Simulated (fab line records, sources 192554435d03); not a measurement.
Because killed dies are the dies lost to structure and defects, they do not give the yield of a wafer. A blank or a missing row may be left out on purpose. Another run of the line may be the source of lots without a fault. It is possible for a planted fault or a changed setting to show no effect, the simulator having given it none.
A single fault, viewed from 2 desks    flow n5Finfet    each desk has only its own numbers; what lay behind them comes last

THE TOOL OWNER'S DESK: rieDiel-04
The tool's own readings at N5_BEOL_M5_TRENCH_ETCH_37 (etches SiCOH lowk in C4F6/O2, target depth 71.652 nm, time 24.7 s): means of the sampled wafers that have a number, for each lot that ran on this tool. Any lot whose mean is over 4 standard deviations away from the usual mean is out of limits and marked OUT; that distance is given in the brackets. It has 8 readings, of which 7 appear: the earliest out of limits, and the ones furthest out on some lot.
Columns: A = O2_flow_sccm at N5_BEOL_M5_TRENCH_ETCH_37, usual 10.00 sccm; B = biasW at N5_BEOL_M5_TRENCH_ETCH_37, usual 184.9 W; C = oes_f_703_au at N5_BEOL_M5_TRENCH_ETCH_37, usual 0.77 a.u.; D = oesProductAu at N5_BEOL_M5_TRENCH_ETCH_37, usual 0.77 a.u.; E = rfVppV at N5_BEOL_M5_TRENCH_ETCH_37, usual 667 V; F = showerheadPlenumPTorr at N5_BEOL_M5_TRENCH_ETCH_37, usual 2.87 Torr; G = throttleValvePct at N5_BEOL_M5_TRENCH_ETCH_37, usual 20.98 %
lot   first seen here  A      B                C     D     E    F     G
L732  day 9 03:17      10.01  185.1            0.72  0.72  675  2.93  21.11
L738  day 10 07:55     10.00  176.2 (-15) OUT  0.74  0.73  639  2.90  20.99
L739  day 11 02:30     9.98   176.6 (-14) OUT  0.75  0.74  640  2.91  20.92
L750  day 13 22:15     10.00  184.6            0.90  0.90  662  2.89  20.78
L751  day 14 01:43     10.00  185.0            0.84  0.84  670  2.90  20.98
L752  day 14 13:35     10.00  184.7            0.77  0.76  659  2.89  20.88
Finding of this desk: L738, L739 out of limits; the first was L738 at day 10 07:55, on biasW at N5_BEOL_M5_TRENCH_ETCH_37. L732, L750, L751, L752 stayed within limits.

AT THE METROLOGY DESK
Lot by lot, what the gauges showed, no matter which tool ran the lot: averages of those sampled wafers that carry a number. Any lot whose mean is over 4 standard deviations away from the usual mean is out of limits and marked OUT; that distance is given in the brackets.
Columns: A = trenchDepthNm at N5_BEOL_M5_OCD_MEAS_38, usual 71.2 nm; B = cdNm at N5_BEOL_M5_CD_MEAS_35, usual 28.0 nm; C = M5_RS at N5_BEOL_M5_RS_MEAS_57, usual 0.391 ohm/sq
lot   first seen here  A     B     C
L730  day 8 09:55      71.5  28.1  0.395
L731  day 8 19:10      69.9  27.5  0.403
L732  day 9 03:26      70.9  27.7  0.396
L738  day 10 08:04     70.3  28.1  0.392
L739  day 11 02:40     70.4  27.8  0.399
L746  day 12 13:59     70.0  27.7  0.395
L750  day 13 22:24     71.5  28.3  0.387
L751  day 14 01:52     71.3  28.2  0.395
L752  day 14 13:44     70.3  28.2  0.379
This desk found nothing out of limits on any of the 9 lots.

TAKEN TOGETHER
The tool owner's desk could have raised an alarm at day 10 07:55, on L738, L739.
From the metrology desk's view, nothing was out of limits.
The metrology desk has L738, L739 on record, within its limits.
N5_BEOL_M5_TRENCH_ETCH_37 was run on rieDiel-04 by each of the lots named.

WHAT HAD BEEN PUT IN BY THE SIMULATOR
rieDiel-04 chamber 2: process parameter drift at N5_BEOL_M5_TRENCH_ETCH_37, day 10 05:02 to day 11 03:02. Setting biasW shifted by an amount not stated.
Lots struck among those shown: L738, L739.
Time in hours from fault onset to the first out-of-limits reading at each desk: the tool owner's desk, 3.
